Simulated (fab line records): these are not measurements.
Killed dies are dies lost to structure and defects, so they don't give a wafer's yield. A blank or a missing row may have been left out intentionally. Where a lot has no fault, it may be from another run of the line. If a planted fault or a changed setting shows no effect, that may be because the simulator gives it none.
Matching of chambers + flow n5_finfet + N5_DUMMY_GATE_ETCH_32 on rie_si-04 has 3 sister chambers
The step etches SiO2 in CF4, target depth 3.5 nm, time 3.9 s. 3 wafers are shown with their chamber, then 5 later ones without.

## WAFERS, EACH WITH ITS CHAMBER
| wafer  | chamber | drypump_motor_current_A (A) |
|--------|---------|-----------------------------|
| L080.2 | 3       | 5.80                        |
| L080.3 | 0       | 6.39                        |
| L084.1 | 2       | 5.52                        |

## WAFERS MISSING THEIR CHAMBER
| wafer  | drypump_motor_current_A (A) |
|--------|-----------------------------|
| L084.6 | 5.79                        |
| L092.5 | 6.38                        |
| L092.6 | 5.82                        |
| L093.1 | 5.53                        |
| L093.4 | 5.77                        |

## CHAMBER TAKEN BY EACH
| wafer  | from the rows above | in truth |
|--------|---------------------|----------|
| L084.6 | 3                   | 3        |
| L092.5 | 0                   | 0        |
| L092.6 | 3                   | 3        |
| L093.1 | 2                   | 2        |
| L093.4 | 3                   | 3        |
Correctly placed: 5 of 5. Left unplaced by these rows: 0. Number placed wrongly: 0.
How it was worked out, from the rows above alone: a wafer's distance from a chamber is the root of the sum, over the readings, of the square of ((its reading less the chamber's mean) divided by the reading's scatter). The wafer belongs to the nearest chamber; if the next one is less than 2 further off, it can't be placed. A chamber's mean is the mean of its shown wafers. The scatter: root of mean squared gap, hidden wafer to nearest shown wafer, with one shown wafer a chamber.
